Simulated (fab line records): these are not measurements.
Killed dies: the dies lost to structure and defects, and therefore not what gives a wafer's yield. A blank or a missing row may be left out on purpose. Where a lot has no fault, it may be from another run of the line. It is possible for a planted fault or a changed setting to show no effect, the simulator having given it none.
Matching of chambers | flow n5 finfet | 4 sister chambers for N5_BEOL_M0_SAQP_DESCUM_19 on rie diel-06
The step chemistry O2, time 7.9 s. 16 wafers are shown with their chamber, then 8 later ones without.

WAFERS PAIRED WITH THEIR CHAMBERS
wafer  | chamber | throttle valve pct (%) | oes product au (a.u.) | showerhead plenum p Torr (Torr)
L076.2 | 3       | 20.59                  | 0.81                  | 2.04
L076.3 | 0       | 20.20                  | 0.71                  | 2.07
L076.5 | 3       | 20.59                  | 0.82                  | 2.04
L077.1 | 2       | 20.67                  | 0.71                  | 2.07
L077.4 | 3       | 20.59                  | 0.81                  | 2.04
L077.5 | 1       | 20.38                  | 0.83                  | 2.04
L081.1 | 1       | 20.40                  | 0.83                  | 2.04
L081.4 | 0       | 20.24                  | 0.70                  | 2.07
L081.5 | 1       | 20.40                  | 0.83                  | 2.04
L084.2 | 3       | 20.60                  | 0.81                  | 2.03
L084.3 | 1       | 20.41                  | 0.82                  | 2.04
L084.5 | 3       | 20.61                  | 0.80                  | 2.03
L085.3 | 1       | 20.39                  | 0.82                  | 2.04
L085.4 | 3       | 20.61                  | 0.80                  | 2.03
L085.5 | 1       | 20.42                  | 0.82                  | 2.04
L089.3 | 2       | 20.66                  | 0.70                  | 2.06

SIGNATURES (averages over the wafers above)
reading                  | chamber 0 | chamber 1 | chamber 2 | chamber 3 | scatter within a chamber
throttle valve pct       | 20.2200   | 20.4000   | 20.6650   | 20.5983   | 0.0139
oes product au           | 0.7050    | 0.8250    | 0.7050    | 0.8083    | 0.00667
showerhead plenum p Torr | 2.0700    | 2.0400    | 2.0650    | 2.0350    | 0.00408
Rule: a wafer's distance from a chamber is the root of the sum, over the readings, of the square of ((its reading less the chamber's mean) divided by the reading's scatter). The wafer belongs to the nearest chamber; if the next one is less than 2 further off, it can't be placed. How the scatter is found: for the shown wafers, subtract from each reading the mean of its chamber, square and add these, divide the total by (wafers less chambers), then take the root.

WAFERS WHOSE CHAMBER IS MISSING
wafer  | throttle valve pct (%) | oes product au (a.u.) | showerhead plenum p Torr (Torr)
L089.4 | 20.41                  | 0.81                  | 2.03
L089.6 | 20.63                  | 0.80                  | 2.03
L096.2 | 20.27                  | 0.68                  | 2.06
L096.4 | 20.28                  | 0.69                  | 2.06
L096.6 | 20.44                  | 0.80                  | 2.03
L097.1 | 20.28                  | 0.68                  | 2.06
L097.2 | 20.64                  | 0.77                  | 2.02
L097.5 | 20.28                  | 0.68                  | 2.06

WHICH CHAMBER EACH WENT THROUGH
wafer  | from the rows above | in truth
L089.4 | 1                   | 1
L089.6 | 3                   | 3
L096.2 | 0                   | 0
L096.4 | 0                   | 0
L096.6 | 1                   | 1
L097.1 | 0                   | 0
L097.2 | 3                   | 3
L097.5 | 0                   | 0
Correctly placed: 8 of 8. Can't be placed from these rows: 0. Wrongly placed: 0.
